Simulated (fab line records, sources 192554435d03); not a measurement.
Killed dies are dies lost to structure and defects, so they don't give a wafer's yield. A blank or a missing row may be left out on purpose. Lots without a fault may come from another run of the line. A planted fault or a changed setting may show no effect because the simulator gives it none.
Chamber matching | flow n5_finfet | N5_HKMG_FIN_ETCH_67 on rie_diel-06: 3 sister chambers
The step etches SOC in N2/H2, stops on TiN, target depth 388.9 nm. 14 wafers are shown with their chamber, then 6 later ones without.

WAFERS WITH THEIR CHAMBER
wafer  | chamber | drypump_motor_current_A (A) | showerhead_plenum_p_Torr (Torr) | throttle_valve_pct (%)
L074.1 | 2       | 4.9                         | 2.54                            | 17.94
L074.4 | 1       | 5.8                         | 2.48                            | 17.53
L074.6 | 0       | 6.4                         | 2.58                            | 17.69
L082.2 | 0       | 6.4                         | 2.57                            | 17.73
L082.3 | 1       | 5.8                         | 2.48                            | 17.58
L082.4 | 1       | 5.8                         | 2.48                            | 17.59
L089.1 | 0       | 6.4                         | 2.57                            | 17.77
L089.4 | 1       | 5.8                         | 2.47                            | 17.62
L089.6 | 2       | 4.9                         | 2.53                            | 18.02
L091.2 | 1       | 5.8                         | 2.46                            | 17.65
L091.3 | 0       | 6.4                         | 2.56                            | 17.77
L091.5 | 2       | 5.0                         | 2.53                            | 18.03
L092.1 | 1       | 5.8                         | 2.46                            | 17.64
L092.2 | 0       | 6.4                         | 2.56                            | 17.80

SIGNATURES (means of the wafers above)
reading                  | chamber 0 | chamber 1 | chamber 2 | scatter within a chamber
drypump_motor_current_A  | 6.400     | 5.800     | 4.933     | 0.0246
showerhead_plenum_p_Torr | 2.5680    | 2.4717    | 2.5333    | 0.00869
throttle_valve_pct       | 17.7520   | 17.6017   | 17.9967   | 0.0448
Rule: a wafer's distance from a chamber is the root of the sum, over the readings, of the square of ((its reading less the chamber's mean) divided by the reading's scatter). The wafer belongs to the nearest chamber; if the next one is less than 2 further off, it can't be placed. The scatter: the root of (the sum of the squares of (reading less its chamber's mean) over the shown wafers, divided by (wafers less chambers)).

WAFERS WITHOUT THEIR CHAMBER
wafer  | drypump_motor_current_A (A) | showerhead_plenum_p_Torr (Torr) | throttle_valve_pct (%)
L092.5 | 5.8                         | 2.46                            | 17.63
L093.3 | 6.4                         | 2.56                            | 17.78
L093.6 | 5.8                         | 2.46                            | 17.64
L097.2 | 6.4                         | 2.56                            | 17.79
L097.3 | 4.9                         | 2.52                            | 18.06
L097.6 | 4.9                         | 2.52                            | 18.06

WHICH CHAMBER EACH WENT THROUGH
wafer  | from the rows above | in truth
L092.5 | 1                   | 1
L093.3 | 0                   | 0
L093.6 | 1                   | 1
L097.2 | 0                   | 0
L097.3 | 2                   | 2
L097.6 | 2                   | 2
Placed correctly: 6 of 6. Can't be placed from these rows: 0. Placed wrongly: 0.
